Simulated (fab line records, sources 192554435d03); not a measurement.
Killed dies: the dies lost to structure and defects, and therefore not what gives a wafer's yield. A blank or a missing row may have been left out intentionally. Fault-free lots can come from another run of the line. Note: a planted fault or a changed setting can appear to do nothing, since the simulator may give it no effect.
fab line records	flow n5-finfet
record lots=24	wafers=72	last-day=18
route steps=1938 shown WELL_APT@29 PMOS_HMC_CHANNEL_EPI@65 FIN_SAQP@98 STI_FIN_REVEAL@183
lots that met no fault: taken from a fault-free run of the same line
start-h: the number of hours between the record's first day and the start of the first shown wafer of the lot	wait-h: hours elapsed since this lot's preceding step	" same as the row above	L1.1+2: several wafers, shown together as one row	- no value, or no start was given	* or withheld: withheld	< > ~ a bound
route shown NAME@n: a module of which the file shows steps, and the number in the route of the first	usual: mean and standard deviation over wafers with no fault	same: alike in all rows	chamber/n: place in a boat	sites: per-site readings	_std_site: standard deviation of those values	_edge_site: outer sites' mean less inner sites'	radius-mm: how far each site lies from the wafer's centre	mask NAME#n: copy n	behind: the last tool/chamber to shape the wafer	hold: cause of the lot's hold/its duration in hours/its outcome	device: the n, p or np transistor that did not switch	end of line: the route-end tests of the same wafers	where a step has no rows: the recipe by itself	killed: the dies lost at the first sort to structure and to defects; this is not the yield of the wafer	map: a wafer's dies, x killed, . not, _ none there
set.NAME: the setting that was run; set.NAME@STEP: the one run at that earlier step	model.NAME: the simulator's own value behind a step, which no gauge read
steps of the route over a sample of lots; a table a step, a row a wafer
services: from which hour (start-h, from the record's first day; less than 0 if before it) a tool's chamber was out of use, for how many hours, and why
## steps
# step N5_WELL_APT_OVL_MEAS_09
# recipe points-per-wafer=44
# usual NWELL_OVL=1/5.9
lot.wafer	tool	chamber	start-h	wait-h	NWELL_OVL[nm]
L074.2	overlay-02	0	14.30	0.0	-4
L074.3	"	0	"	"	7
L074.5	"	0	"	"	1
L075.1	overlay-01	0	19.71	0.0	-11
L075.5	"	0	"	"	-15
L075.6	"	0	"	"	-2
L076.1	overlay-01	0	25.83	0.0	10
L076.3	"	0	"	"	13
L076.5	"	0	"	"	10
L077.2	overlay-01	0	31.75	0.0	2
L077.5	"	0	"	"	0
L077.6	"	0	"	"	-1
L078.3	overlay-02	0	37.75	0.0	6
L078.5	"	0	"	"	3
L078.6	"	0	"	"	0
L079.2	overlay-01	0	43.84	0.0	-8
L079.5	"	0	"	"	-7
L079.6	"	0	"	"	-5
L080.2	overlay-01	0	49.85	0.0	2
L080.3	"	0	"	"	2
L080.6	"	0	"	"	11
L081.1	overlay-02	0	56.36	0.0	6
L081.4	"	0	"	"	-3
L081.6	"	0	"	"	-2
L082.1	overlay-01	0	61.72	0.0	-5
L082.2	"	0	"	"	-6
L082.5	"	0	"	"	-4
L083.2	overlay-02	0	67.74	0.0	-1
L083.5	"	0	"	"	-2
L083.6	"	0	"	"	1
L084.1	overlay-02	0	73.73	0.0	-10
L084.5	"	0	"	"	-7
L084.6	"	0	"	"	2
L085.2	overlay-01	0	80.03	0.0	-9
L085.3	"	0	"	"	-8
L085.5	"	0	"	"	0
L086.1	overlay-02	0	85.73	0.0	1
L086.5	"	0	"	"	-4
L086.6	"	0	"	"	5
L087.2	overlay-01	0	91.71	0.0	1
L087.3	"	0	"	"	2
L087.5	"	0	"	"	-5
L088.1	overlay-01	0	97.84	0.0	-3
L088.3	"	0	"	"	-11
L088.5	"	0	"	"	-6
L089.1	overlay-01	0	103.81	0.0	-2
L089.2	"	0	"	"	0
L089.5	"	0	"	"	-14
L090.1	overlay-01	0	110.01	0.0	12
L090.3	"	0	"	"	7
L090.4	"	0	"	"	4
L091.1	overlay-01	0	115.85	0.0	9
L091.2	"	0	"	"	0
L091.5	"	0	"	"	11
L092.1	overlay-02	0	122.63	0.0	12
L092.2	"	0	"	"	-3
L092.3	"	0	"	"	6
L093.1	overlay-02	0	128.20	0.0	7
L093.4	"	0	"	"	5
L093.5	"	0	"	"	1
L094.2	overlay-02	0	134.71	0.0	-6
L094.4	"	0	"	"	-3
L094.5	"	0	"	"	1
L095.2	overlay-02	0	140.22	0.0	8
L095.3	"	0	"	"	0
L095.4	"	0	"	"	9
L096.2	overlay-02	0	145.59	0.0	11
L096.3	"	0	"	"	1
L096.6	"	0	"	"	9
L097.1	overlay-02	0	151.64	0.0	1
L097.5	"	0	"	"	1
L097.6	"	0	"	"	-8
# step N5_WELL_APT_RTA_34
# recipe temp-c=1000	time-s=10	ambient=N2	idle-temp-c=600	ramp-up-c-per-s=150	ramp-down-c-per-s=60	cool-to-c=600
# usual lamp-power-pct=13.01/0.051	lamp_zone_3_pct=12.992/0.025	wafer_temp_C_max=1003.6/1
lot.wafer	tool	chamber	start-h	wait-h	lamp-power-pct	lamp_zone_3_pct	wafer_temp_C_max
L074.2	rtp-anneal-01	0	16.31	0.0	12.95	13.046	1003.8
L074.3	"	0	"	"	12.96	13.008	1003.2
L074.5	"	0	"	"	12.98	12.989	1005.8
L075.1	rtp-anneal-01	0	21.99	0.0	13.04	13.018	1003.4
L075.5	"	0	"	"	12.93	12.966	1003.2
L075.6	"	0	"	"	12.93	12.991	1003.2
L076.1	rtp-anneal-02	0	27.78	0.0	13.06	12.964	1003.4
L076.3	"	0	"	"	12.99	12.972	1004.0
L076.5	"	0	"	"	13.06	12.948	1004.1
L077.2	rtp-anneal-01	0	33.71	0.0	13.08	12.951	1001.2
L077.5	"	0	"	"	13.06	13.030	1003.5
L077.6	"	0	"	"	12.93	12.985	1004.2
L078.3	rtp-anneal-02	0	39.92	0.2	13.03	12.989	1002.9
L078.5	"	0	"	"	13.02	12.965	1003.5
L078.6	"	0	"	"	12.96	13.024	1003.0
L079.2	rtp-anneal-02	0	45.96	0.0	13.13	12.992	1004.2
L079.5	"	0	"	"	13.00	12.993	1004.5
L079.6	"	0	"	"	12.94	12.989	1005.3
L080.2	rtp-anneal-01	0	51.87	0.0	13.03	12.955	1003.0
L080.3	"	0	"	"	13.04	12.998	1003.9
L080.6	"	0	"	"	13.07	12.990	1002.6
L081.1	rtp-anneal-02	0	58.53	0.1	12.95	12.948	1002.9
L081.4	"	0	"	"	13.03	12.971	1002.0
L081.6	"	0	"	"	13.02	12.997	1003.7
L082.1	rtp-anneal-01	0	64.57	0.0	12.98	12.972	1002.9
L082.2	"	0	"	"	13.06	12.989	1002.9
L082.5	"	0	"	"	12.95	12.966	1003.1
L083.2	rtp-anneal-02	0	69.82	0.0	13.05	13.002	1002.9
L083.5	"	0	"	"	12.90	12.964	1004.0
L083.6	"	0	"	"	13.01	12.983	1003.0
L084.1	rtp-anneal-02	0	75.80	0.0	12.99	13.002	1003.0
L084.5	"	0	"	"	13.04	12.977	1003.4
L084.6	"	0	"	"	13.05	12.980	1003.7
L085.2	rtp-anneal-01	0	82.13	0.2	13.05	12.990	1004.3
L085.3	"	0	"	"	13.05	13.023	1003.9
L085.5	"	0	"	"	12.97	12.971	1004.2
L086.1	rtp-anneal-02	0	88.27	0.0	12.93	13.035	1004.5
L086.5	"	0	"	"	13.07	13.010	1002.5
L086.6	"	0	"	"	12.99	12.974	1002.7
L087.2	rtp-anneal-01	0	93.95	0.0	13.06	12.961	1004.2
L087.3	"	0	"	"	13.09	12.981	1003.1
L087.5	"	0	"	"	12.94	13.052	1004.0
L088.1	rtp-anneal-01	0	101.15	0.0	13.11	12.996	1002.6
L088.3	"	0	"	"	12.93	12.990	1005.1
L088.5	"	0	"	"	13.10	12.962	1004.7
L089.1	rtp-anneal-01	0	107.36	0.0	13.03	12.982	1004.1
L089.2	"	0	"	"	12.93	12.991	1002.9
L089.5	"	0	"	"	13.03	12.991	1002.4
L090.1	rtp-anneal-01	0	112.21	0.0	13.01	13.027	1004.3
L090.3	"	0	"	"	13.02	13.003	1002.3
L090.4	"	0	"	"	12.94	13.019	1003.6
L091.1	rtp-anneal-01	0	119.41	0.1	13.05	12.980	1003.3
L091.2	"	0	"	"	13.07	12.991	1002.0
L091.5	"	0	"	"	13.01	13.024	1003.4
L092.1	rtp-anneal-02	0	126.74	0.0	13.01	13.008	1002.1
L092.2	"	0	"	"	13.02	12.980	1001.5
L092.3	"	0	"	"	13.06	12.972	1003.3
L093.1	rtp-anneal-02	0	130.50	0.1	13.06	12.999	1003.0
L093.4	"	0	"	"	12.95	13.012	1003.0
L093.5	"	0	"	"	12.99	13.026	1004.2
L094.2	rtp-anneal-02	0	136.96	0.0	13.07	12.962	1005.4
L094.4	"	0	"	"	13.03	13.040	1001.9
L094.5	"	0	"	"	13.08	12.975	1005.2
L095.2	rtp-anneal-02	0	142.88	0.0	12.99	13.030	1002.7
L095.3	"	0	"	"	13.00	13.011	1004.3
L095.4	"	0	"	"	12.93	12.980	1003.4
L096.2	rtp-anneal-01	0	147.61	0.0	13.08	12.955	1002.8
L096.3	"	0	"	"	13.05	12.976	1004.0
L096.6	"	0	"	"	13.03	13.045	1002.6
L097.1	rtp-anneal-01	0	153.99	0.0	13.02	13.003	1002.1
L097.5	"	0	"	"	12.95	12.982	1004.5
L097.6	"	0	"	"	13.01	12.964	1002.9
# step N5_PMOS_HMC_CHANNEL_EPI_CD_MEAS_09
# recipe target-cd-nm=237.4	landing-energy-ev=500	detector=se-inlens
# usual cd-nm=237.0/0.8
lot.wafer	tool	chamber	start-h	wait-h	cd-nm
L074.2	cd-sem-03	0	17.61	-	236.6
L074.3	"	0	"	"	237.8
L074.5	"	0	"	"	236.6
L075.1	cd-sem-02	0	23.31	-	236.9
L075.5	"	0	"	"	237.3
L075.6	"	0	"	"	236.9
L076.1	cd-sem-03	0	29.29	-	236.0
L076.3	"	0	"	"	236.3
L076.5	"	0	"	"	235.5
L077.2	cd-sem-02	0	34.88	-	235.6
L077.5	"	0	"	"	235.9
L077.6	"	0	"	"	237.1
L078.3	cd-sem-01	0	41.19	-	236.8
L078.5	"	0	"	"	236.4
L078.6	"	0	"	"	237.5
L079.2	cd-sem-02	0	47.13	-	236.9
L079.5	"	0	"	"	236.7
L079.6	"	0	"	"	236.4
L080.2	cd-sem-03	0	53.29	-	237.5
L080.3	"	0	"	"	237.3
L080.6	"	0	"	"	238.9
L081.1	cd-sem-03	0	59.92	-	236.8
L081.4	"	0	"	"	237.5
L081.6	"	0	"	"	236.5
L082.1	cd-sem-01	0	66.09	-	237.6
L082.2	"	0	"	"	237.5
L082.5	"	0	"	"	237.8
L083.2	cd-sem-01	0	71.28	-	236.1
L083.5	"	0	"	"	237.5
L083.6	"	0	"	"	237.7
L084.1	cd-sem-03	0	77.13	-	237.2
L084.5	"	0	"	"	237.5
L084.6	"	0	"	"	237.1
L085.2	cd-sem-01	0	83.31	-	237.6
L085.3	"	0	"	"	235.4
L085.5	"	0	"	"	235.2
L086.1	cd-sem-03	0	89.69	-	237.0
L086.5	"	0	"	"	237.0
L086.6	"	0	"	"	236.3
L087.2	cd-sem-03	0	95.26	-	236.4
L087.3	"	0	"	"	237.8
L087.5	"	0	"	"	237.5
L088.1	cd-sem-03	0	102.35	-	238.8
L088.3	"	0	"	"	237.8
L088.5	"	0	"	"	237.4
L089.1	cd-sem-01	0	108.85	-	237.0
L089.2	"	0	"	"	237.5
L089.5	"	0	"	"	237.6
L090.1	cd-sem-01	0	113.53	-	238.0
L090.3	"	0	"	"	238.2
L090.4	"	0	"	"	237.4
L091.1	cd-sem-01	0	120.72	-	236.2
L091.2	"	0	"	"	237.7
L091.5	"	0	"	"	237.5
L092.1	cd-sem-02	0	128.26	-	236.6
L092.2	"	0	"	"	236.8
L092.3	"	0	"	"	236.6
L093.1	cd-sem-03	0	131.75	-	237.3
L093.4	"	0	"	"	237.1
L093.5	"	0	"	"	237.4
L094.2	cd-sem-03	0	138.62	-	237.5
L094.4	"	0	"	"	236.0
L094.5	"	0	"	"	238.2
L095.2	cd-sem-03	0	144.19	-	236.6
L095.3	"	0	"	"	236.9
L095.4	"	0	"	"	237.0
L096.2	cd-sem-03	0	148.91	-	236.6
L096.3	"	0	"	"	237.6
L096.6	"	0	"	"	237.5
L097.1	cd-sem-03	0	155.32	-	234.2
L097.5	"	0	"	"	235.2
L097.6	"	0	"	"	236.8
# step N5_FIN_SAQP_PECVD_47
# recipe material=a-Si	target-thk-a=450	temp-c=400	precursor=SiH4/He	pressure-torr=3	rf-w=100	time-s=36.3
# usual heater-power-w=852/57	showerhead-plenum-p-Torr=5.68/0.05	showerhead-vpp-V=637/28	throttle-valve-pct=18.8/1.5
lot.wafer	tool	chamber	start-h	wait-h	heater-power-w	showerhead-plenum-p-Torr	showerhead-vpp-V	throttle-valve-pct
L074.2	pecvd-04	0	21.35	0.0	875	5.66	639	21.4
L074.3	"	0	"	"	893	5.65	635	21.3
L074.5	"	1	"	"	882	5.67	650	18.5
L075.1	pecvd-04	0	27.43	0.0	878	5.64	640	21.5
L075.5	"	1	"	"	894	5.65	660	18.5
L075.6	"	0	"	"	888	5.67	643	21.5
L076.1	pecvd-02	0	33.33	0.0	909	5.62	704	19.7
L076.3	"	2	"	"	779	5.72	627	18.6
L076.5	"	0	"	"	907	5.63	687	19.6
L077.2	pecvd-03	1	39.36	0.0	759	5.75	632	19.5
L077.5	"	0	"	"	842	5.72	618	17.7
L077.6	"	2	"	"	863	5.65	614	16.9
L078.3	pecvd-02	1	44.88	0.0	936	5.74	626	18.6
L078.5	"	0	"	"	835	5.62	689	19.6
L078.6	"	1	"	"	954	5.72	630	18.3
L079.2	pecvd-02	0	50.70	0.0	901	5.63	686	19.6
L079.5	"	2	"	"	756	5.71	633	18.0
L079.6	"	1	"	"	911	5.72	628	18.3
L080.2	pecvd-04	2	57.64	0.0	879	5.58	581	16.6
L080.3	"	0	"	"	831	5.66	642	21.8
L080.6	"	1	"	"	863	5.68	657	18.4
L081.1	pecvd-03	1	63.65	0.0	806	5.76	631	19.5
L081.4	"	2	"	"	937	5.65	625	17.2
L081.6	"	0	"	"	819	5.70	629	17.8
L082.1	pecvd-04	1	69.93	0.0	834	5.68	661	18.4
L082.2	"	2	"	"	895	5.60	583	16.5
L082.5	"	2	"	"	910	5.59	587	16.7
L083.2	pecvd-02	1	75.65	0.0	830	5.73	634	18.4
L083.5	"	2	"	"	769	5.71	631	18.2
L083.6	"	0	"	"	926	5.61	693	19.7
L084.1	pecvd-03	1	81.54	0.0	779	5.77	636	19.3
L084.5	"	2	"	"	891	5.65	614	17.2
L084.6	"	0	"	"	849	5.71	625	17.7
L085.2	pecvd-04	1	88.02	0.0	851	5.65	659	18.6
L085.3	"	0	"	"	918	5.66	644	21.7
L085.5	"	2	"	"	949	5.59	582	17.0
L086.1	pecvd-02	2	94.35	0.0	851	5.72	623	18.2
L086.5	"	0	"	"	800	5.61	705	19.9
L086.6	"	2	"	"	840	5.70	625	18.3
L087.2	pecvd-04	1	98.76	0.0	868	5.66	654	18.7
L087.3	"	2	"	"	877	5.59	583	16.7
L087.5	"	1	"	"	891	5.66	657	18.2
L088.1	pecvd-03	0	106.40	0.0	845	5.71	622	18.1
L088.3	"	1	"	"	771	5.77	636	19.5
L088.5	"	0	"	"	846	5.71	632	17.7
L089.1	pecvd-04	0	113.74	0.0	891	5.66	637	21.8
L089.2	"	2	"	"	805	5.58	581	17.2
L089.5	"	2	"	"	824	5.59	576	16.9
L090.1	pecvd-03	1	117.75	0.0	723	5.76	640	19.4
L090.3	"	2	"	"	890	5.65	615	17.4
L090.4	"	0	"	"	887	5.69	620	17.7
L091.1	pecvd-03	1	125.22	0.0	793	5.76	639	19.6
L091.2	"	2	"	"	889	5.66	625	17.2
L091.5	"	2	"	"	912	5.66	621	17.2
L092.1	pecvd-02	2	132.05	0.0	810	5.71	632	18.2
L092.2	"	1	"	"	923	5.72	632	18.2
L092.3	"	0	"	"	922	5.61	681	19.9
L093.1	pecvd-04	2	135.78	0.0	816	5.59	575	16.9
L093.4	"	0	"	"	816	5.66	651	22.0
L093.5	"	2	"	"	800	5.58	581	16.5
L094.2	pecvd-02	2	142.84	0.0	793	5.69	633	18.3
L094.4	"	1	"	"	937	5.74	642	18.1
L094.5	"	0	"	"	910	5.61	682	19.9
L095.2	pecvd-04	0	148.28	0.0	827	5.66	648	22.1
L095.3	"	2	"	"	897	5.58	587	17.0
L095.4	"	1	"	"	804	5.66	666	18.2
L096.2	pecvd-03	0	154.68	0.0	782	5.71	625	17.5
L096.3	"	2	"	"	898	5.67	624	17.5
L096.6	"	1	"	"	759	5.76	640	19.4
L097.1	pecvd-02	2	159.50	0.0	805	5.71	622	18.3
L097.5	"	2	"	"	788	5.72	641	18.6
L097.6	"	1	"	"	899	5.73	634	18.4
# step N5_FIN_SAQP_SPACER2_ETCHBACK_29
# recipe chemistry=CHF3/O2	mode=anisotropic-etchback	target=SiO2	target-depth-a=122	time-s=6.1	pressure-mtorr=30	source-w=650	bias-w=170	Ar_flow_sccm=200	CHF3_flow_sccm=50	O2_flow_sccm=5	ion-energy-ev=200
# usual CHF3_flow_sccm=49.99/0.15	drypump-motor-current-A=5.5/0.48	oes_o_777_au=0.78/0.097	oes-product-au=0.78/0.099	rf-vpp-V=519/11	showerhead-plenum-p-Torr=2.37/0.069	throttle-valve-pct=18.89/0.24
lot.wafer	tool	chamber	start-h	wait-h	CHF3_flow_sccm	drypump-motor-current-A	oes_o_777_au	oes-product-au	rf-hours-counter-h	rf-vpp-V	showerhead-plenum-p-Torr	throttle-valve-pct
L074.2	rie-diel-01	3	26.53	0.2	50.16	6.1	0.71	0.71	217	519	2.40	19.30
L074.3	"	1	"	"	50.16	6.7	0.72	0.72	202	517	2.38	19.23
L074.5	"	0	"	"	49.88	6.0	0.82	0.84	-	513	2.46	18.82
L075.1	rie-diel-06	2	31.66	0.2	50.05	5.5	0.96	0.97	6	523	2.45	18.97
L075.5	"	0	"	"	50.06	5.6	0.74	0.71	-	497	2.29	19.09
L075.6	"	1	"	"	49.82	4.9	0.86	0.87	-	535	2.45	18.60
L076.1	rie-diel-06	0	38.51	0.2	49.96	5.5	0.73	0.71	214	496	2.29	19.09
L076.3	"	2	"	"	50.14	5.5	0.95	0.96	8	522	2.45	18.99
L076.5	"	1	"	"	50.00	4.9	0.85	0.86	-	535	2.45	18.62
L077.2	rie-diel-02	1	43.66	0.2	49.94	5.3	0.68	0.69	196	522	2.31	19.00
L077.5	"	0	"	"	49.98	5.6	0.77	0.75	-	510	2.30	18.82
L077.6	"	1	"	"	49.81	5.4	0.68	0.69	-	520	2.31	18.97
L078.3	rie-diel-02	2	49.34	0.3	49.94	5.4	0.69	0.70	228	519	2.29	19.16
L078.5	"	2	"	"	50.00	5.4	0.69	0.70	-	518	2.29	19.16
L078.6	"	1	"	"	49.80	5.4	0.68	0.69	-	522	2.31	18.98
L079.2	rie-diel-02	1	55.10	0.2	49.88	5.4	0.68	0.69	200	522	2.31	19.00
L079.5	"	2	"	"	50.01	5.4	0.68	0.69	-	519	2.29	19.17
L079.6	"	1	"	"	50.08	5.4	0.68	0.69	-	521	2.31	18.98
L080.2	rie-diel-06	0	62.52	0.7	50.02	5.5	0.72	0.70	221	497	2.29	19.10
L080.3	"	2	"	"	49.90	5.5	0.92	0.93	17	523	2.44	18.99
L080.6	"	2	"	"	50.00	5.5	0.92	0.92	-	524	2.44	19.01
L081.1	rie-diel-06	3	68.11	0.2	49.89	5.3	0.71	0.69	232	517	2.38	18.76
L081.4	"	0	"	"	50.23	5.5	0.73	0.70	223	497	2.29	19.11
L081.6	"	1	"	"	49.80	4.9	0.84	0.85	-	534	2.45	18.61
L082.1	rie-diel-06	1	74.19	0.2	50.06	4.9	0.84	0.84	79	536	2.44	18.61
L082.2	"	2	"	"	49.90	5.5	0.91	0.91	21	523	2.44	19.00
L082.5	"	1	"	"	50.13	4.9	0.84	0.84	-	536	2.44	18.62
L083.2	rie-diel-02	1	80.48	0.2	50.04	5.4	0.68	0.69	208	521	2.31	19.01
L083.5	"	3	"	"	49.94	6.6	0.70	0.70	-	513	2.29	18.59
L083.6	"	0	"	"	49.79	5.6	0.76	0.74	-	509	2.29	18.85
L084.1	rie-diel-01	1	87.50	0.2	49.75	6.7	0.70	0.71	224	516	2.38	19.28
L084.5	"	1	"	"	50.04	6.7	0.70	0.72	-	517	2.38	19.29
L084.6	"	2	"	"	50.34	5.1	0.72	0.71	-	532	2.38	18.79
L085.2	rie-diel-06	2	93.93	0.2	50.02	5.5	0.90	0.91	27	523	2.44	19.02
L085.3	"	1	"	"	49.95	4.9	0.83	0.84	86	535	2.44	18.63
L085.5	"	3	"	"	50.12	5.3	0.71	0.69	-	518	2.37	18.78
L086.1	rie-diel-06	1	98.84	0.3	49.95	4.9	0.84	0.82	87	536	2.44	18.63
L086.5	"	0	"	"	50.08	5.5	0.72	0.69	-	497	2.28	19.11
L086.6	"	1	"	"	49.96	4.9	0.83	0.83	-	534	2.44	18.63
L087.2	rie-diel-06	3	105.35	0.6	49.82	5.3	0.71	0.69	244	519	2.37	18.79
L087.3	"	1	"	"	50.02	4.9	0.82	0.84	90	534	2.44	18.64
L087.5	"	3	"	"	49.81	5.3	0.70	0.69	-	519	2.37	18.79
L088.1	rie-diel-01	0	113.73	0.2	49.97	6.0	0.78	0.79	92	512	2.44	18.87
L088.3	"	2	"	"	49.61	5.2	0.71	0.69	226	532	2.38	18.79
L088.5	"	3	"	"	50.14	6.1	0.68	0.68	-	517	2.39	19.33
L089.1	rie-diel-01	1	119.11	0.3	49.93	6.7	0.70	0.70	238	517	2.37	19.28
L089.2	"	0	"	"	50.24	6.0	0.79	0.80	95	512	2.44	18.89
L089.5	"	0	"	"	50.21	6.0	0.78	0.80	-	512	2.44	18.88
L090.1	rie-diel-02	3	124.78	0.3	49.98	6.6	0.70	0.69	198	513	2.29	18.61
L090.3	"	2	"	"	49.83	5.4	0.68	0.67	244	517	2.29	19.20
L090.4	"	1	"	"	50.22	5.4	0.67	0.67	214	521	2.30	19.00
L091.1	rie-diel-01	2	130.70	0.2	50.16	5.1	0.71	0.69	236	531	2.37	18.81
L091.2	"	1	"	"	50.14	6.7	0.69	0.69	245	516	2.37	19.31
L091.5	"	1	"	"	50.13	6.7	0.69	0.69	-	517	2.37	19.32
L092.1	rie-diel-06	0	137.65	0.2	50.05	5.5	0.70	0.68	254	496	2.27	19.16
L092.2	"	3	"	"	49.78	5.3	1.00	0.98	1	518	2.37	18.43
L092.3	"	1	"	"	49.85	4.9	0.81	0.81	107	534	2.43	18.66
L093.1	rie-diel-06	0	140.43	0.3	50.11	5.6	0.71	0.68	255	497	2.27	19.14
L093.4	"	3	"	"	49.88	5.3	0.99	0.98	-	518	2.37	18.44
L093.5	"	1	"	"	50.08	4.9	0.81	0.81	-	532	2.43	18.67
L094.2	rie-diel-06	1	147.83	0.2	49.82	4.9	0.81	0.81	113	534	2.43	18.67
L094.4	"	2	"	"	50.06	5.5	0.86	0.86	-	522	2.43	19.05
L094.5	"	1	"	"	49.79	4.9	0.80	0.82	-	534	2.43	18.70
L095.2	rie-diel-06	3	154.52	0.2	49.96	5.3	0.97	0.95	9	518	2.37	18.45
L095.3	"	2	"	"	49.88	5.5	0.85	0.86	52	523	2.43	19.07
L095.4	"	2	"	"	49.82	5.5	0.86	0.85	-	523	2.43	19.08
L096.2	rie-diel-02	2	159.08	0.2	49.79	5.4	0.99	1.00	0	528	2.57	18.78
L096.3	"	0	"	"	50.02	5.6	0.75	0.73	180	509	2.29	18.90
L096.6	"	0	"	"	49.91	5.6	0.74	0.72	-	508	2.29	18.88
L097.1	rie-diel-06	3	164.01	0.2	50.05	5.3	0.95	0.93	12	519	2.37	18.45
L097.5	"	3	"	"	50.15	5.3	0.96	0.94	-	518	2.37	18.45
L097.6	"	2	"	"	50.05	5.5	0.86	0.86	-	524	2.43	19.06
# step N5_STI_FIN_REVEAL_ALD_00
# recipe material=SiO2	target-thk-a=10	temp-c=300	ald-precursor-family=BDEAS	ald-co-reactant=O2-plasma	pulse-time-s=1	pressure-torr=2
# usual heater-power-w=464/27	precursor-pulse-height-rel=1.000/0.02
lot.wafer	tool	chamber	start-h	wait-h	heater-power-w	precursor-pulse-height-rel
L074.2	ald-sin-02	2	28.88	0.1	443	1.008
L074.3	"	3	"	"	464	0.988
L074.5	"	0	"	"	526	1.010
L075.1	ald-sin-03	0	34.29	0.2	471	0.989
L075.5	"	1	"	"	474	1.013
L075.6	"	2	"	"	467	0.967
L076.1	ald-sin-04	1	40.86	0.2	456	0.997
L076.3	"	0	"	"	451	0.994
L076.5	"	2	"	"	460	0.997
L077.2	ald-sin-02	2	45.94	0.0	433	0.994
L077.5	"	1	"	"	451	1.034
L077.6	"	2	"	"	423	1.003
L078.3	ald-sin-04	3	51.62	0.0	454	0.997
L078.5	"	3	"	"	455	1.011
L078.6	"	2	"	"	459	0.985
L079.2	ald-sin-04	3	57.58	0.0	460	1.014
L079.5	"	0	"	"	448	0.998
L079.6	"	1	"	"	467	0.980
L080.2	ald-sin-04	2	65.38	0.1	454	1.023
L080.3	"	3	"	"	457	0.987
L080.6	"	0	"	"	443	0.992
L081.1	ald-sin-02	3	70.60	0.0	446	1.024
L081.4	"	0	"	"	521	1.007
L081.6	"	2	"	"	434	0.972
L082.1	ald-sin-02	2	76.57	0.0	434	0.989
L082.2	"	1	"	"	455	0.965
L082.5	"	0	"	"	540	1.014
L083.2	ald-sin-02	2	82.66	0.0	428	1.017
L083.5	"	3	"	"	454	1.013
L083.6	"	0	"	"	521	1.000
L084.1	ald-sin-02	3	89.95	0.0	462	1.002
L084.5	"	2	"	"	423	1.009
L084.6	"	3	"	"	463	0.974
L085.2	ald-sin-02	3	96.14	0.0	457	0.980
L085.3	"	0	"	"	507	1.033
L085.5	"	3	"	"	453	0.969
L086.1	ald-sin-02	2	101.54	0.0	430	1.032
L086.5	"	2	"	"	422	0.998
L086.6	"	1	"	"	460	0.971
L087.2	ald-sin-02	1	113.18	1.5	447	0.974
L087.3	"	3	"	"	450	0.998
L087.5	"	0	"	"	523	0.996
L088.1	ald-sin-02	1	116.04	0.0	458	1.012
L088.3	"	0	"	"	526	1.017
L088.5	"	2	"	"	431	1.002
L089.1	ald-sin-02	1	121.88	0.0	448	1.000
L089.2	"	2	"	"	436	1.003
L089.5	"	1	"	"	459	0.962
L090.1	ald-sin-02	3	128.07	0.6	459	1.005
L090.3	"	1	"	"	463	1.007
L090.4	"	2	"	"	439	1.015
L091.1	ald-sin-02	0	133.56	0.0	531	1.039
L091.2	"	1	"	"	453	0.966
L091.5	"	2	"	"	422	0.994
L092.1	ald-sin-02	3	140.34	0.0	453	1.013
L092.2	"	1	"	"	451	1.036
L092.3	"	2	"	"	431	0.984
L093.1	ald-sin-03	2	142.95	0.2	468	0.974
L093.4	"	3	"	"	458	0.983
L093.5	"	1	"	"	483	0.976
L094.2	ald-sin-03	0	151.30	0.0	475	0.999
L094.4	"	1	"	"	475	1.010
L094.5	"	2	"	"	467	0.997
L095.2	ald-sin-04	3	157.90	1.2	462	1.028
L095.3	"	2	"	"	450	1.012
L095.4	"	0	"	"	457	0.995
L096.2	ald-sin-04	1	161.97	0.7	449	1.016
L096.3	"	0	"	"	436	0.981
L096.6	"	3	"	"	460	0.985
L097.1	ald-sin-03	3	166.85	0.7	452	0.983
L097.5	"	0	"	"	464	1.003
L097.6	"	3	"	"	449	0.998
## services
tool	chamber	start-h	hours	kind
ald-sin-03	-	-6.10	14.0	pm
pecvd-04	1	-4.56	2.1	scheduled-down
ald-sin-02	-	-1.35	6.0	pm
pecvd-04	-	0.18	2.8	pm
ald-sin-04	-	21.02	2.8	repair
pecvd-04	2	21.12	-	clean
ald-sin-04	-	26.69	6.1	pm
ald-sin-04	-	85.71	14.0	pm
rie-diel-02	-	96.68	28.1	pm
pecvd-03	-	99.55	2.8	pm
rie-diel-01	-	105.62	2.8	pm
rie-diel-06	3	116.09	-	clean
rie-diel-06	3	116.09	-	consumable-replace:focus-ring
rie-diel-06	3	116.09	18.1	scheduled-down
rie-diel-06	3	116.09	18.1	vent-cycle
pecvd-04	-	116.67	4.2	repair
ald-sin-04	0	125.72	10.5	repair
rie-diel-02	3	126.12	3.5	repair
rie-diel-06	0	141.86	-	clean
rie-diel-06	0	141.86	-	consumable-replace:focus-ring
rie-diel-06	0	141.86	-	consumable-replace:showerhead
rie-diel-06	0	141.86	17.7	scheduled-down
rie-diel-06	0	141.86	17.7	vent-cycle
rie-diel-02	3	143.67	19.0	repair
## key
fault none
